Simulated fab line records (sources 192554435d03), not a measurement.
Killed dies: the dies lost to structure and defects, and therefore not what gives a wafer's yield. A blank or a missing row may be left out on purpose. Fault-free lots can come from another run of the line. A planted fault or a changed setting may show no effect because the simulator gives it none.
Struck lot and sound lot, side by side :: flow n5-finfet :: 26 steps out of a route of 1938
Sound: wafers L613.1, L613.3, L613.6. Struck: wafers L609.1, L609.2, L609.5. At the end, the cause is stated.
Order at every step that has rows: each side's tool, ch and its chambers, its first start. Under that, the readings that differ: sound wafers :: struck wafers :: difference of the means :: sigmas: that difference in standard deviations of wafers without a fault.
alike: readings with means less than 2 such deviations apart, plus words and numbers identical on both sides. not compared: withheld readings, readings lacking a value on some wafer, bounds such as >300 that could conceal the same value, and numbers that have no deviation in the record and whose values overlap.
The two part at a step that has a row with sigmas, a row that says differs or no value, or rows on one side only. Non-overlapping numbers with no deviation appear without sigmas and do not part them. Lack of a reading on every wafer of one side parts them only where that side has two or more wafers.

first, 4 steps without rows for these wafers: N5_STI_FIN_REVEAL_ALD_14 (deposits Si3N4, target thk 3 nm); N5_STI_FIN_REVEAL_FCVD_FILL_01 (material SiO2 flowable, target thk 312 nm, time 512.2 s); N5_STI_FIN_REVEAL_DENSIFY_02 (time 1800 s); N5_STI_FIN_REVEAL_CMP_04 (polishes, stops on Si3N4, t overpolish 4 s, target thk 131.83 nm).
N5_STI_FIN_REVEAL_THK_MEAS_05:
  struck on film-metro-01, day 6 06:22; sound on film-metro-01, day 7 03:22
  alike: thk-nm
next, for these wafers, 1 step has no rows: N5_STI_FIN_REVEAL_DENSIFY_30.
N5_STI_FIN_REVEAL_ETCHBACK_08: etches SiO2 in C4F6/O2, target depth 30.5 nm, time 10.167 s.
  sound on rie-diel-02 ch 0,2,3, day 7 03:37; struck on rie-diel-04 ch 0,1,3, day 6 06:55
  alike: O2_flow_sccm, drypump-motor-current-A, oes-product-au, rf-fwd-power-W, rf-vpp-V, showerhead-plenum-p-Torr, throttle-valve-pct
  not compared: rf-hours-counter-h
N5_STI_FIN_REVEAL_STRIP_24: strips in N2/H2, time 90 s.
  sound on rie-diel-02 ch 0,2,3, day 7 03:39; struck on rie-diel-04 ch 0,1,3, day 6 06:57
  alike: drypump-motor-current-A, oes-product-au, rf-vpp-V, showerhead-plenum-p-Torr, throttle-valve-pct
  not compared: rf-hours-counter-h
then, 4 steps without rows for these wafers: N5_STI_FIN_REVEAL_PRECLEAN_25 (cleans in SPM, time 90 s); N5_STI_FIN_REVEAL_PRECLEAN_26 (cleans in SC1, time 45 s); N5_STI_FIN_REVEAL_PRECLEAN_29 (cleans in DHF, time 30 s); N5_STI_FIN_REVEAL_SRD_12 (time 30 s).
N5_STI_FIN_REVEAL_RECESS_09: chemistry HF/NH3, target SiO2, afs cycles 11, target depth 42.5 nm, sublimation time 60 s.
  sound on vapor-etch-01 ch 0,1, day 7 03:52; struck on vapor-etch-02 ch 0,1, day 6 07:10
  alike: drypump-motor-current-A
then, 2 steps without rows for these wafers: N5_STI_FIN_REVEAL_STRIP_16 (strips SiNx in H3PO4, target depth 23.8 nm); N5_STI_FIN_REVEAL_PRECLEAN_17 (cleans in NF3:NH3, afs cycles 1, time 20 s, sublimation time 60 s).
N5_STI_FIN_REVEAL_ETCH_34: etches Si in H2, material Si, target depth 0.97 nm.
  sound on rie-si-06 ch 0,2,3, day 7 06:01; struck on rie-si-05 ch 0,1,3, day 6 09:16
  alike: drypump-motor-current-A, he-backside-leak-sccm, oes-product-au, rf-fwd-power-W, throttle-valve-pct
  not compared: rf-hours-counter-h
N5_STI_FIN_REVEAL_OXIDATION_31: chemistry O2 PLASMA REMOTE, time 20 s.
  sound on plasma-asher-02 ch 0,1, day 7 06:07; struck on plasma-asher-02 ch 0,1, day 6 09:19
  alike: drypump-motor-current-A, heater-power-w, rf-fwd-power-W
  not compared: rf-hours-counter-h
then, 3 steps without rows for these wafers: N5_STI_FIN_REVEAL_PRECLEAN_32 (cleans in NF3:NH3, afs cycles 1, time 20 s, sublimation time 60 s); N5_STI_FIN_REVEAL_STRIP_35 (strips Si3N4 in H3PO4, target depth 4 nm, time 39 s); N5_STI_FIN_REVEAL_SRD_21 (time 30 s).
N5_STI_FIN_REVEAL_OXIDATION_33: chemistry O2 PLASMA REMOTE, time 20 s.
  sound on plasma-asher-01 ch 0,1, day 7 06:28; struck on plasma-asher-02 ch 0,1, day 6 09:40
reading: heater-power-w (W)
sound: 133 137 146
struck: 169 156 177
difference: +29
sigmas: +2
  alike: drypump-motor-current-A, rf-fwd-power-W
  not compared: rf-hours-counter-h
then, 2 steps without rows for these wafers: N5_STI_FIN_REVEAL_CLEAN_19 (cleans in O3/DIW, time 120 s); N5_STI_FIN_REVEAL_SRD_23 (time 30 s).
N5_STI_FIN_REVEAL_CD_MEAS_22: target cd 6.238 nm, pitch 28 nm.
  struck on cd-sem-02, day 6 09:51; sound on cd-sem-02, day 7 06:41
  alike: cd-nm
N5_STI_FIN_REVEAL_FIN_H_MEAS_10:
  struck on ocd-02, day 6 09:53; sound on ocd-02, day 7 06:43
reading: trench-depth-nm (nm)
sound: 51.0 53.0 52.0
struck: 56.5 55.8 56.5
difference: +4.3
sigmas: +7
then, 1 step without rows for these wafers: N5_STI_FIN_REVEAL_PRECLEAN_18 (cleans in SC2, time 45 s).

## WHERE THEY PART
First at N5_STI_FIN_REVEAL_OXIDATION_33; last, within this record, at N5_STI_FIN_REVEAL_FIN_H_MEAS_10.

WHY: what the simulator had put in
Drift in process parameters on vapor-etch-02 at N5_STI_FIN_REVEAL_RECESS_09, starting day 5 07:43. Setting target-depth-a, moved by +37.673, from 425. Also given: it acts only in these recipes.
